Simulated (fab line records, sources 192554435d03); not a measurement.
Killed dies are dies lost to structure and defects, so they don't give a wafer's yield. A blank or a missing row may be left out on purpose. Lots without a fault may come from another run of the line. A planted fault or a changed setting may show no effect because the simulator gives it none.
Split-lot experiment | flow n5_finfet | 7 lots, 21 wafers read, on a route of 1938 steps

THE SPLIT
At N5_BEOL_M6_HM_DEP_02 (deposits TiN, target thk 20 nm), the setting target_thk_a was moved away from the recipe's 200 angstrom on 7 of the 21 wafers read, by -12.3% to +10.2%. The other wafers ran this setting at the recipe's value.

FROM THE SPLIT TO THE READING: what the file shows between them, 4 steps
- N5_BEOL_M6_COAT_59: time 60 s, resist thk 100 nm
- N5_BEOL_M6_COAT_60: time 60 s, resist thk 35 nm
- N5_BEOL_M6_STRIP_68: strips in N2/H2
- N5_BEOL_M6_STRIP_67: strips in CF4

THE READING
etch.depth_nm (the simulator's own value, which no gauge read), in nm, at N5_BEOL_M6_HM_OPEN_17 (chemistry Cl2/BCl3, target TiN, target depth 20 nm, overetch 6 nm). The file gives no usual value for it. The 14 wafers here that ran the recipe average 19.97 nm, standard deviation 0.29 nm.

wafer  | tool, chamber at the split | target_thk_a as run, angstrom | against the recipe | etch.depth_nm, nm | against lot-mates on the recipe
L074.1 | pvd_sputter-01, -          | 200                           | recipe             | 20.43             | -
L074.2 | pvd_sputter-01, -          | 200                           | recipe             | 20.22             | -
L074.5 | pvd_sputter-01, -          | 188.9                         | -5.5%              | 19.2              | -1.12
L075.1 | pvd_sputter-03, -          | 200                           | recipe             | 19.51             | -
L075.4 | pvd_sputter-03, -          | 188.8                         | -5.6%              | 18.8              | -0.94
L075.6 | pvd_sputter-03, -          | 200                           | recipe             | 19.97             | -
L079.1 | pvd_sputter-01, -          | 200                           | recipe             | 20.07             | -
L079.4 | pvd_sputter-01, -          | 200                           | recipe             | 20.15             | -
L079.5 | pvd_sputter-01, -          | 200                           | recipe             | 20.14             | -
L081.1 | pvd_sputter-03, -          | 200                           | recipe             | 20.11             | -
L081.3 | pvd_sputter-03, -          | 200                           | recipe             | 19.55             | -
L081.5 | pvd_sputter-03, -          | 220.4                         | +10.2%             | 21.95             | +2.12
L085.1 | pvd_sputter-03, -          | 200                           | recipe             | 20.03             | -
L085.4 | pvd_sputter-03, -          | 200                           | recipe             | 20.07             | -
L085.6 | pvd_sputter-03, -          | 200                           | recipe             | 19.66             | -
L086.1 | pvd_sputter-01, -          | 175.4                         | -12.3%             | 18.05             | -2.14
L086.4 | pvd_sputter-01, -          | 175.4                         | -12.3%             | 17.59             | -2.60
L086.6 | pvd_sputter-01, -          | 200                           | recipe             | 20.19             | -
L092.1 | pvd_sputter-02, -          | 200                           | recipe             | 19.43             | -
L092.3 | pvd_sputter-02, -          | 189.6                         | -5.2%              | 18.66             | -0.77
L092.5 | pvd_sputter-02, -          | 189.6                         | -5.2%              | 18.63             | -0.80

THE FIT
A straight line over all 21 wafers: etch.depth_nm changes by +0.186 nm for each +1% of target_thk_a; r = +0.95; the points scatter about the line by 0.3 nm.
The same after taking each lot's own level away (the mean of its wafers on the recipe; 21 wafers): +0.193 nm for each +1%; r = +0.98; scatter 0.18 nm.
On that fit, the largest move of target_thk_a shifts the reading by 2.4 nm.
The lots' own levels span 19.430 to 20.325 nm, that is 3.1 times the standard deviation above.
So the lot-to-lot level changes the slope little: the two slopes agree.
Check: with one of the wafers moved furthest among these (-12.3%) left out of the fit, the line predicts -2.42 nm for it against its lot-mates. It came out at -2.14 nm against them.

OTHER SPLITS ON THESE WAFERS
These wafers also went through other splits before the reading. Each is held against what the fit with the lots' levels taken away leaves over:
other split on the same wafers | wafers away from the commonest value | r with etch.depth_nm (lot level and that fit taken away)
N5_BEOL_M2_COAT_68 spin_rpm    | 7                                    | +0.12
N5_BEOL_M3_COAT_05 spin_rpm    | 6                                    | +0.08
N5_BEOL_M4_COAT_73 spin_rpm    | 7                                    | -0.38
N5_BEOL_M4_COAT_05 spin_rpm    | 6                                    | +0.07
N5_BEOL_M5_COAT_05 spin_rpm    | 7                                    | -0.04
N5_BEOL_M6_PECVD_70 temp_c     | 8                                    | -0.04

THE WHOLE CHAIN: every reading that the file lists as answering this split, in the file's order
step                  | what it does                                                      | reading                                                                          | change (the file's fit)               | r (the file's)
N5_BEOL_M6_HM_DEP_02  | deposits TiN, target thk 20 nm                                    | TiN_of_BEOL_M6_HM_DEP_02.thk_nm (the simulator's own value, which no gauge read) | +0.194 nm for each +1% of the setting | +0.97
N5_BEOL_M6_HM_OPEN_17 | chemistry Cl2/BCl3, target TiN, target depth 20 nm, overetch 6 nm | etch.depth_nm (the simulator's own value, which no gauge read)                   | +0.192 nm for each +1% of the setting | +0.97

THE FILE'S OWN FIT
etch.depth_nm changes by +0.192 nm for each +1% of target_thk_a, r = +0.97.
